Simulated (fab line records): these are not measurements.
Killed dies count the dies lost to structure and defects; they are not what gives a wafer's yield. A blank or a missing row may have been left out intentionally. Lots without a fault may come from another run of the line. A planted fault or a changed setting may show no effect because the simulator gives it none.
fab line records	flow nandHarc
record: lots: 12	wafers: 36	lastDay: 34
route steps=1302 shown A_M0@1159 A_M1@1182 A_BONDPAD@1231 END@1302
lots that met no fault: from a run of the same line without faults
startH: hours from the record's opening day to when the first of the lot's shown wafers began	waitH: hours since the lot's step before	" repeats the value in the row above	L1.1+2: one row covering several wafers at once	- no value, or no start was given	* or withheld: withheld	< > ~ a bound
route shown NAME@n: names a module that has steps shown in the file, with the first one's number in the route	usual: mean and standard deviation over wafers with no fault	same: alike in all rows	chamber/n: place in a boat	sites: the reading at each site	_std_site: their standard deviation	_edge_site: outer sites' mean less inner sites'	radiusMm: how far each site lies from the wafer's centre	mask NAME#n: copy n	behind: the most recent tool/chamber to have shaped the wafer	hold: why the lot went on hold/how many hours it stayed there/how the hold came to an end	device: which transistor (n, p or np) failed to switch	end of line: tests of these same wafers at the route's end	a step given without rows: its recipe and nothing more	killed: dies lost to structure and defects at the first sort, not the wafer's yield	map: a wafer's dies, x killed, . not, _ none there
set.NAME: the setting the step ran with; set.NAME@STEP: the setting that earlier step ran with	model.NAME: the simulator's own value behind a step, which no gauge read
one table for each step of the route and one row for each wafer, over a sample of lots
services: when a tool's chamber went out of use (startH, in hours from the record's first day, below 0 if earlier), for how many hours, and the reason
== steps ==
step: NHARC_A_M0_PVD_21
recipe: targetThkA: 300	chamberPressurePa: 5	powerW: 5000	substrateTempC: 30	timeS: 20.49	material: Cu
usual: throttleValvePct: 29.8/0.96
lot.wafer	tool	chamber	startH	waitH	throttleValvePct
L566.2	pvdSputter-03	-	-	-	30.6
L566.3	"	-	"	"	28.9
L566.6	"	-	"	"	30.4
L569.4	pvdSputter-01	-	-	-	28.1
L569.5	"	-	"	"	27.8
L569.6	"	-	"	"	29.3
L568.3	pvdSputter-01	-	-	-	28.9
L568.2	"	-	"	"	30.1
L568.4	"	-	"	"	29.5
L575.4	pvdSputter-01	-	-	-	28.3
L575.2	"	-	"	"	31.5
L575.5	"	-	"	"	29.6
L574.1	pvdSputter-03	-	-	-	29.3
L574.2	"	-	"	"	29.8
L574.5	"	-	"	"	31.6
L577.2	pvdSputter-01	-	-	-	29.0
L577.4	"	-	"	"	31.6
L577.3	"	-	"	"	28.0
L579.3	pvdSputter-03	-	-	-	31.5
L579.4	"	-	"	"	30.0
L579.6	"	-	"	"	29.0
L583.3	pvdSputter-01	-	-	-	28.7
L583.4	"	-	"	"	31.5
L583.6	"	-	"	"	29.6
L585.4	pvdSputter-01	-	-	-	31.4
L585.6	"	-	"	"	29.5
L585.5	"	-	"	"	28.7
L584.4	pvdSputter-03	-	-	-	29.9
L584.5	"	-	"	"	29.9
L584.6	"	-	"	"	29.0
L589.2	pvdSputter-02	-	-	-	29.7
L589.1	"	-	"	"	29.8
L589.5	"	-	"	"	30.2
L588.3	pvdSputter-02	-	-	-	30.3
L588.2	"	-	"	"	30.9
L588.5	"	-	"	"	30.0
step: NHARC_A_M1_DESCUM_14
recipe: timeS: 3	o2FlowSccm: 200	arFlowSccm: 0	biasPowerW: 0	chemistry: O2
usual: drypumpMotorCurrentA: 5.5/0.5	oesProductAu: 0.999/0.0073	rfVppV: 57.9/0.9	showerheadPlenumPTorr: 1.91/0.083	throttleValvePct: 11.311/0.0088
lot.wafer	tool	chamber	startH	waitH	drypumpMotorCurrentA	oesProductAu	rfHoursCounterH	rfVppV	showerheadPlenumPTorr	throttleValvePct
L566.3	rieDiel-10	1	548.68	0.1	5.8	0.991	6.8	58.3	1.96	11.313
L566.2	"	2	"	"	4.9	0.997	6.5	55.8	1.81	11.321
L566.6	"	1	"	"	5.8	0.991	-	59.3	1.96	11.302
L569.4	rieDiel-12	2	553.61	0.1	5.7	0.996	4.9	57.6	1.95	11.314
L569.6	"	3	"	"	6.2	1.011	-	57.5	1.82	11.299
L569.5	"	0	"	"	5.0	0.999	-	58.5	1.80	11.314
L568.3	rieDiel-10	3	555.41	0.1	6.2	0.996	5.8	57.8	2.01	11.299
L568.2	"	0	"	"	5.6	0.995	5.5	58.4	1.93	11.313
L568.4	"	2	"	"	4.9	0.996	6.6	58.4	1.81	11.309
L575.4	rieDiel-10	2	612.60	0.1	4.9	0.988	0.1	57.4	1.81	11.299
L575.2	"	3	"	"	6.2	1.001	0.1	58.1	2.01	11.306
L575.5	"	3	"	"	6.2	0.987	-	57.1	2.01	11.309
L574.2	rieDiel-05	3	618.25	0.1	6.4	0.992	1.3	57.7	1.97	11.319
L574.1	"	0	"	"	5.2	1.008	0.8	56.7	1.80	11.303
L574.5	"	2	"	"	5.2	0.991	-	58.9	2.00	11.298
L577.2	rieDiel-12	0	646.65	0.1	5.0	0.995	0.6	57.9	1.80	11.309
L577.3	"	1	"	"	4.9	1.003	0.5	59.7	1.99	11.318
L577.4	"	2	"	"	5.7	1.010	0.5	56.6	1.94	11.309
L579.4	rieDiel-05	1	689.70	0.1	5.4	0.989	3.0	58.7	1.99	11.302
L579.3	"	2	"	"	5.2	0.990	2.9	58.7	2.00	11.308
L579.6	"	1	"	"	5.4	0.985	-	57.8	1.99	11.314
L583.4	rieDiel-12	0	692.72	0.1	5.0	1.006	2.6	57.3	1.80	11.319
L583.3	"	3	"	"	6.3	1.004	2.9	56.5	1.82	11.320
L583.6	"	1	"	"	4.9	0.996	-	58.5	1.99	11.312
L585.4	rieDiel-12	3	715.46	0.1	6.2	1.007	3.7	58.3	1.82	11.324
L585.6	"	0	"	"	5.0	0.996	-	57.9	1.80	11.339
L585.5	"	1	"	"	4.9	1.005	-	57.0	1.99	11.305
L584.4	rieDiel-10	1	726.18	0.1	5.8	1.003	5.7	57.0	1.96	11.308
L584.5	"	1	"	"	5.8	1.003	-	58.1	1.96	11.300
L584.6	"	2	"	"	4.9	1.001	-	58.2	1.81	11.318
L589.2	rieDiel-10	3	761.49	0.1	6.2	0.991	6.9	59.4	2.01	11.293
L589.1	"	0	"	"	5.6	1.005	6.8	57.8	1.92	11.316
L589.5	"	3	"	"	6.2	0.993	-	56.9	2.01	11.309
L588.2	rieDiel-10	3	769.64	0.1	6.2	0.999	8.3	58.1	2.01	11.320
L588.3	"	1	"	"	5.8	1.007	7.9	57.6	1.95	11.299
L588.5	"	3	"	"	6.2	1.006	-	57.5	2.01	11.313
step: NHARC_A_M1_DEP_33
recipe: targetThkA: 300	tempC: 370	targetThkNm: 30	pressureTorr: 3	flowSccm: 200	rfW: 450	material: SiCN
usual: heaterPowerOuterW: 344/33	heaterPowerW: 597/41
lot.wafer	tool	chamber	startH	waitH	heaterPowerOuterW	heaterPowerW
L566.2	pecvd-02	1	551.40	0.1	323	559
L566.3	"	2	"	"	361	628
L566.6	"	0	"	"	352	595
L569.6	pecvd-02	1	556.43	0.2	316	531
L569.5	"	2	"	"	372	639
L569.4	"	0	"	"	360	597
L568.3	pecvd-01	2	558.50	0.1	350	653
L568.2	"	0	"	"	328	589
L568.4	"	1	"	"	337	592
L575.2	pecvd-03	1	615.38	0.1	348	630
L575.4	"	1	"	"	359	634
L575.5	"	0	"	"	355	601
L574.1	pecvd-01	1	620.96	0.1	409	670
L574.2	"	0	"	"	359	613
L574.5	"	2	"	"	316	586
L577.3	pecvd-01	2	649.38	0.1	318	611
L577.2	"	0	"	"	323	581
L577.4	"	0	"	"	337	592
L579.3	pecvd-01	2	692.87	0.1	317	598
L579.4	"	0	"	"	353	606
L579.6	"	1	"	"	355	598
L583.3	pecvd-01	1	695.84	0.1	385	622
L583.6	"	2	"	"	280	560
L583.4	"	0	"	"	331	577
L585.4	pecvd-02	2	718.28	0.2	327	566
L585.5	"	0	"	"	325	554
L585.6	"	1	"	"	383	626
L584.6	pecvd-01	1	729.02	0.2	331	553
L584.4	"	2	"	"	324	605
L584.5	"	0	"	"	299	524
L589.2	pecvd-03	1	764.24	0.1	364	655
L589.1	"	2	"	"	380	607
L589.5	"	0	"	"	360	631
L588.2	pecvd-03	0	772.35	0.1	343	577
L588.3	"	1	"	"	319	586
L588.5	"	0	"	"	339	593
step: NHARC_A_BONDPAD_CMP_19
recipe: tOverpolishS: 30	cuRecessTouchS: 16	targetThkNm: 169.82
usual: cuRecessTouchS: 16/0	edgeZonePressureFrac: 1.001/0.0053	motorCurrentA: 12.5/1.2	overpolishRunS: 30.001/0.0088
lot.wafer	tool	chamber	startH	waitH	cuRecessTouchS	edgeZonePressureFrac	motorCurrentA	overpolishRunS
L566.3	cmp-03	3	555.49	-	16	1.005	13.6	30.017
L566.2	"	0	"	"	16	0.996	13.6	30.008
L566.6	"	1	"	"	16	0.989	10.8	30.007
L569.4	cmp-02	1	560.65	-	16	1.002	11.0	30.001
L569.6	"	2	"	"	16	0.999	12.9	29.997
L569.5	"	3	"	"	16	0.990	10.8	30.003
L568.2	cmp-03	0	575.54	-	16	1.008	13.2	30.004
L568.3	"	1	"	"	16	0.996	11.4	30.004
L568.4	"	3	"	"	16	0.998	13.5	30.005
L575.4	cmp-02	0	619.40	-	-	-	-	-
L575.2	"	3	"	"	-	-	-	-
L575.5	"	1	"	"	-	-	-	-
L574.2	cmp-04	3	624.92	-	-	-	-	-
L574.1	"	2	"	"	-	-	-	-
L574.5	"	0	"	"	-	-	-	-
L577.4	cmp-02	1	653.44	-	16	1.005	11.3	30.011
L577.2	"	2	"	"	16	1.001	13.7	29.996
L577.3	"	3	"	"	16	0.991	10.6	29.990
L579.3	cmp-04	2	697.10	-	16	0.994	11.2	30.001
L579.4	"	3	"	"	16	0.991	12.7	30.001
L579.6	"	0	"	"	16	1.003	13.5	29.995
L583.4	cmp-02	1	699.81	-	16	1.002	10.8	30.001
L583.3	"	2	"	"	16	1.000	14.3	29.981
L583.6	"	1	"	"	16	1.008	11.8	29.998
L585.4	cmp-03	0	722.08	-	16	0.997	13.0	30.008
L585.5	"	3	"	"	16	1.000	13.6	29.993
L585.6	"	0	"	"	16	1.000	13.7	30.017
L584.4	cmp-04	1	732.89	-	16	1.002	11.6	30.003
L584.5	"	2	"	"	16	1.000	11.1	29.987
L584.6	"	3	"	"	16	0.998	12.9	29.988
L589.1	cmp-02	2	768.33	-	16	1.011	13.5	30.001
L589.2	"	0	"	"	16	1.002	12.2	30.001
L589.5	"	1	"	"	16	1.004	11.9	29.995
L588.2	cmp-03	0	776.50	-	16	1.009	13.3	30.001
L588.3	"	2	"	"	16	1.000	13.4	30.007
L588.5	"	0	"	"	16	1.007	13.6	29.992
step: NHARC_A_BONDPAD_THK_MEAS_20
recipe: thkMeasGauge: xrf
usual: thkNm: 170.1/1.3
lot.wafer	tool	chamber	startH	waitH	thkNm
L566.2	filmMetro-01	-	555.75	-	172.9
L566.3	"	-	"	"	171.5
L566.6	"	-	"	"	167.7
L569.4	filmMetro-01	-	560.90	-	172.5
L569.5	"	-	"	"	169.0
L569.6	"	-	"	"	170.3
L568.2	filmMetro-02	-	575.87	-	169.9
L568.3	"	-	"	"	168.2
L568.4	"	-	"	"	171.2
L575.2	filmMetro-01	-	619.72	0.2	400.7
L575.4	"	-	"	"	402.3
L575.5	"	-	"	"	399.3
L574.1	filmMetro-02	-	625.24	0.2	399.1
L574.2	"	-	"	"	401.8
L574.5	"	-	"	"	396.6
L577.2	filmMetro-02	-	653.76	-	167.3
L577.3	"	-	"	"	166.0
L577.4	"	-	"	"	168.4
L579.3	filmMetro-01	-	697.36	-	168.7
L579.4	"	-	"	"	171.7
L579.6	"	-	"	"	167.6
L583.3	filmMetro-02	-	700.11	-	170.8
L583.4	"	-	"	"	168.6
L583.6	"	-	"	"	169.7
L585.4	filmMetro-01	-	722.38	-	170.0
L585.5	"	-	"	"	169.1
L585.6	"	-	"	"	169.0
L584.4	filmMetro-01	-	733.13	-	171.2
L584.5	"	-	"	"	172.7
L584.6	"	-	"	"	172.1
L589.1	filmMetro-01	-	768.62	-	172.1
L589.2	"	-	"	"	170.2
L589.5	"	-	"	"	170.6
L588.2	filmMetro-01	-	776.79	-	170.1
L588.3	"	-	"	"	171.2
L588.5	"	-	"	"	169.0
step: NHARC_A_BONDPAD_INSPECT_23
usual: rawDefectCount: 562/120
lot.wafer	tool	chamber	startH	waitH	rawDefectCount
L566.2	defectInspect-01	-	555.96	0.0	516
L566.3	"	-	"	"	502
L566.6	"	-	"	"	519
L569.4	defectInspect-01	-	561.17	0.0	582
L569.5	"	-	"	"	671
L569.6	"	-	"	"	460
L568.2	defectInspect-01	-	576.10	0.0	490
L568.3	"	-	"	"	505
L568.4	"	-	"	"	607
L575.2	defectInspect-02	-	619.94	0.0	3326
L575.4	"	-	"	"	3416
L575.5	"	-	"	"	3185
L574.1	defectInspect-02	-	625.44	0.0	3170
L574.2	"	-	"	"	3170
L574.5	"	-	"	"	3142
L577.2	defectInspect-02	-	653.97	0.0	649
L577.3	"	-	"	"	565
L577.4	"	-	"	"	693
L579.3	defectInspect-01	-	697.57	0.0	417
L579.4	"	-	"	"	371
L579.6	"	-	"	"	514
L583.3	defectInspect-02	-	700.33	0.0	467
L583.4	"	-	"	"	411
L583.6	"	-	"	"	562
L585.4	defectInspect-02	-	722.58	0.0	483
L585.5	"	-	"	"	570
L585.6	"	-	"	"	502
L584.4	defectInspect-02	-	733.33	0.0	492
L584.5	"	-	"	"	429
L584.6	"	-	"	"	419
L589.1	defectInspect-02	-	768.85	0.0	867
L589.2	"	-	"	"	614
L589.5	"	-	"	"	616
L588.2	defectInspect-02	-	777.02	0.0	695
L588.3	"	-	"	"	601
L588.5	"	-	"	"	455
step: NHARC_END_SORT_01
recipe: tempC: 25
usual: defectLimitedYield: 90.7/3	killedAtArray: 58/20	killedAtOther: 0.9/1.4	killedAtPeriphery: 4/3.1	killedDies: 63/20	killedOpen: 3.3/1.8	killedShort: 2.4/1.5
same: grossDies: 677
lot.wafer	tool	chamber	startH	waitH	defectLimitedYield[%]	killedAtArray	killedAtOther	killedAtPeriphery	killedDies	killedOpen	killedShort
L574.1	prober-02	0	657.02	2.5	0	674	3	0	677	2	4
L574.2	prober-02	0	657.82	2.8	0	673	3	1	677	4	2
L574.5	prober-02	0	660.21	3.7	0	674	1	2	677	3	3
killed by level:class
L574.1 A_BONDPAD:areaCmp=641 A_CHANNEL_HOLE_D2:chamberFilmFlake=9 A_CHANNEL_HOLE_D1:chamberFilmFlake=4 A_CONTACT:chamberFilmFlake=4 THIN_TSV:chamberFilmFlake=3 A_CHANNEL_FILL_D1:chamberFilmFlake=2 A_STAIRCASE:chamberFilmFlake=2 A_WL_FILL:chamberFilmFlake=2
L574.2 A_BONDPAD:areaCmp=645 A_CHANNEL_HOLE_D2:chamberFilmFlake=12 A_CHANNEL_HOLE_D1:chamberFilmFlake=4 A_CHANNEL_FILL_D1:chamberFilmFlake=3 THIN_TSV:chamberFilmFlake=2 A_CHANNEL_HOLE_D1:geometricParticle:short=1 A_CHANNEL_FILL_D1:geometricParticle:open=1 A_ONON_D2:geometricParticle:open=1
L574.5 A_BONDPAD:areaCmp=642 A_CHANNEL_HOLE_D2:chamberFilmFlake=10 A_CHANNEL_HOLE_D1:chamberFilmFlake=6 A_CHANNEL_FILL_D2:chamberFilmFlake=4 A_WL_FILL:chamberFilmFlake=3 A_DECK1_JOINT:geometricParticle:short=2 A_STAIRCASE:chamberFilmFlake=2 P_CONTACT:geometricParticle:short=1
== services ==
tool	chamber	startH	hours	kind
cmp-02	-	526.94	4.0	pm
pecvd-03	-	547.08	13.0	pm
pvdSputter-03	-	552.72	10.0	pm
cmp-03	-	555.61	4.0	pm
cmp-02	-	574.13	0.9	repair
pvdSputter-03	-	579.53	1.3	repair
pvdSputter-01	-	583.37	10.0	pm
cmp-02	-	595.68	1.2	repair
rieDiel-10	-	596.53	9.0	pm
cmp-03	-	611.67	2.2	repair
pvdSputter-03	-	617.95	0.5	repair
rieDiel-12	-	622.40	9.0	pm
cmp-02	-	624.94	4.0	pm
cmp-03	-	653.61	4.0	pm
pecvd-01	-	673.93	13.0	pm
rieDiel-10	1	694.09	1.6	repair
cmp-02	-	722.94	4.0	pm
rieDiel-12	1	723.05	32.1	repair
pvdSputter-03	-	730.72	10.0	pm
pvdSputter-03	-	742.65	1.7	repair
cmp-03	-	751.61	4.0	pm
pvdSputter-01	-	761.37	10.0	pm
cmp-02	-	763.89	2.2	repair
rieDiel-10	-	773.53	9.0	pm
== key ==
firstSign: step: NHARC_A_BONDPAD_CMP_19	reading: toolRecord	direction: missing
effect: step: NHARC_A_BONDPAD_THK_MEAS_20	reading: thkNm	direction: up	sigmas: 99+	usual: 170.1	struck: 400.0
effect: step: NHARC_A_BONDPAD_INSPECT_23	reading: rawDefectCount	direction: up	sigmas: 23	usual: 562	struck: 3235
effect: step: NHARC_END_SORT_01	reading: killedAtArray	direction: up	sigmas: 32	usual: 58	struck: 674
moreKillsBornAt: NHARC_A_BONDPAD_CMP_19@cmp-04: 1928
metAt NHARC_A_BONDPAD_CMP_19
struckLots L574,L575
laterRowsLeftOut L574.1,L574.2,L574.5,L575.2,L575.4,L575.5
sortLeftOut L575.2,L575.4,L575.5
notActingAt NHARC_A_M0_PVD_21,NHARC_A_M1_DESCUM_14,NHARC_A_M1_DEP_33
onsetBetween 560.65 619.40
fault: kind: skippedStepWhole	tool: cmp-02,cmp-04	chamber: -	onsetH: 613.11	steps: NHARC_A_BONDPAD_CMP_19	scope: struckLotsOnly
sortLeftOut: the simulated sort isn't trusted on such a fault, so these wafers' sort isn't shown, and their yield isn't known
laterRowsLeftOut: the simulator's readings of these wafers behind a module that went badly wrong aren't trusted and aren't shown, but for the sort
